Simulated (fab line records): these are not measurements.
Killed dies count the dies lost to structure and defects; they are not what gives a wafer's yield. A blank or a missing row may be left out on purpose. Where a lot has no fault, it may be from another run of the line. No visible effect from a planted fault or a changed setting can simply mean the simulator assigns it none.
The tool behind it: which one? :: flow n5Finfet :: 12 lots, 36 wafers sampled, at 1 step of a route of 1938

== WHAT EACH GAUGE READ, for each wafer ==
N5_BEOL_M4_INSPECT_59: inspects for defects (darkfield).
lot: L075
measured: day 7 22:46
on: defectInspect-01
rawDefectCount: 73 102 123

lot: L077
measured: day 8 15:01
on: defectInspect-02
rawDefectCount: 112 65 99

lot: L079
measured: day 8 18:59
on: defectInspect-01
rawDefectCount: 70 96 105

lot: L081
measured: day 9 14:47
on: defectInspect-02
rawDefectCount: 56 62 46

lot: L083
measured: day 10 06:09
on: defectInspect-01
rawDefectCount: 45 73 89

lot: L085
measured: day 10 09:11
on: defectInspect-01
rawDefectCount: 49 105 76

lot: L088
measured: day 11 03:07
on: defectInspect-02
rawDefectCount: 54 51 87

lot: L089
measured: day 11 17:53
on: defectInspect-02
rawDefectCount: 85 61 50

lot: L091
measured: day 12 05:02
on: defectInspect-01
rawDefectCount: 48 41 50

lot: L093
measured: day 12 16:08
on: defectInspect-02
rawDefectCount: 47 81 41

lot: L095
measured: day 13 03:20
on: defectInspect-01
rawDefectCount: 112 94 66

lot: L097
measured: day 13 12:21
on: defectInspect-02
rawDefectCount: 66 35 68

== WHICH TOOL RAN EACH LOT (tool, then ch and the chambers of the sampled wafers, then the start) ==
Record: no process step prior to these readings.

== THE ANSWER, worked out from the rows above alone ==
Rule: the lots themselves supply what counts as usual. Put in order of their means at a reading, lots are off if they are a third of the lots or fewer, leave a main group of 4 or more, and stand apart from it by a gap of 3 or more times the standard deviation of the main group's means; of several such gaps the widest counts. Not used: any main group whose means are identical at the precision the tables above print for the reading. Also off: a lot with no number at a reading for which 4 or more lots have one. The other lots that the step has rows for count as sound.
No lot is off at any reading shown: from this, nothing can be told.

== WHAT THE SIMULATOR HAD INSERTED ==
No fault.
